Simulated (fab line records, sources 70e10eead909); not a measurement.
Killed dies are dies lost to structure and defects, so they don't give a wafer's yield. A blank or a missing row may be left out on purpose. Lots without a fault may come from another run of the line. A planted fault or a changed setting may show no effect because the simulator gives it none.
Chamber matching | flow nand_harc | NHARC_P_M1_DESCUM_14 on rie_diel-02: 4 sister chambers
The step chemistry O2, time 3 s. 24 wafers are shown with their chamber, then 12 later ones without.

WAFERS WITH THEIR CHAMBER
wafer  | chamber | showerhead_plenum_p_Torr (Torr) | drypump_motor_current_A (A) | oes_product_au (a.u.)
L075.1 | 1       | 1.98                            | 6.2                         | 0.992
L075.2 | 2       | 1.85                            | 4.8                         | 0.987
L075.5 | 3       | 1.82                            | 5.0                         | 1.001
L077.1 | 1       | 1.98                            | 6.2                         | 0.998
L077.4 | 1       | 1.98                            | 6.3                         | 0.993
L077.6 | 2       | 1.85                            | 4.8                         | 0.987
L074.1 | 0       | 2.05                            | 5.7                         | 0.989
L074.5 | 2       | 1.85                            | 4.8                         | 0.989
L074.6 | 3       | 1.82                            | 5.0                         | 1.002
L082.1 | 3       | 1.82                            | 5.1                         | 1.004
L082.2 | 1       | 1.98                            | 6.2                         | 0.994
L082.5 | 3       | 1.82                            | 5.1                         | 1.005
L086.1 | 1       | 1.98                            | 6.2                         | 0.999
L086.3 | 0       | 2.05                            | 5.7                         | 0.997
L086.5 | 1       | 1.98                            | 6.3                         | 1.002
L087.1 | 0       | 2.05                            | 5.7                         | 0.996
L087.2 | 2       | 1.85                            | 4.7                         | 0.978
L087.6 | 2       | 1.85                            | 4.8                         | 0.995
L089.2 | 2       | 1.85                            | 4.8                         | 0.996
L089.4 | 0       | 2.04                            | 5.7                         | 0.991
L089.5 | 2       | 1.85                            | 4.8                         | 0.996
L091.4 | 0       | 2.05                            | 5.7                         | 1.006
L091.5 | 0       | 2.05                            | 5.7                         | 0.994
L091.6 | 1       | 1.98                            | 6.3                         | 0.998

SIGNATURES (means of the wafers above)
reading                  | chamber 0 | chamber 1 | chamber 2 | chamber 3 | scatter within a chamber
showerhead_plenum_p_Torr | 2.0483    | 1.9800    | 1.8500    | 1.8200    | 0.00204
drypump_motor_current_A  | 5.700     | 6.243     | 4.786     | 5.050     | 0.0423
oes_product_au           | 0.99550   | 0.99657   | 0.98971   | 1.00300   | 0.00513
Rule: a wafer's distance from a chamber is the root of the sum, over the readings, of the square of ((its reading less the chamber's mean) divided by the reading's scatter). The wafer belongs to the nearest chamber; if the next one is less than 2 further off, it can't be placed. The scatter: the root of (the sum of the squares of (reading less its chamber's mean) over the shown wafers, divided by (wafers less chambers)).

WAFERS WITHOUT THEIR CHAMBER
wafer  | showerhead_plenum_p_Torr (Torr) | drypump_motor_current_A (A) | oes_product_au (a.u.)
L093.1 | 1.98                            | 6.2                         | 0.987
L093.2 | 1.85                            | 4.8                         | 0.993
L093.6 | 1.85                            | 4.8                         | 0.986
L094.1 | 1.85                            | 4.7                         | 0.980
L094.3 | 1.98                            | 6.2                         | 0.996
L094.6 | 2.05                            | 5.7                         | 1.004
L097.1 | 2.04                            | 5.7                         | 0.997
L097.2 | 1.82                            | 5.0                         | 1.017
L097.6 | 1.98                            | 6.2                         | 0.993
L096.1 | 1.85                            | 4.8                         | 0.994
L096.4 | 1.98                            | 6.2                         | 1.001
L096.5 | 1.98                            | 6.2                         | 1.000

WHICH CHAMBER EACH WENT THROUGH
wafer  | from the rows above | in truth
L093.1 | 1                   | 1
L093.2 | 2                   | 2
L093.6 | 2                   | 2
L094.1 | 2                   | 2
L094.3 | 1                   | 1
L094.6 | 0                   | 0
L097.1 | 0                   | 0
L097.2 | 3                   | 3
L097.6 | 1                   | 1
L096.1 | 2                   | 2
L096.4 | 1                   | 1
L096.5 | 1                   | 1
Placed correctly: 12 of 12. Can't be placed from these rows: 0. Placed wrongly: 0.
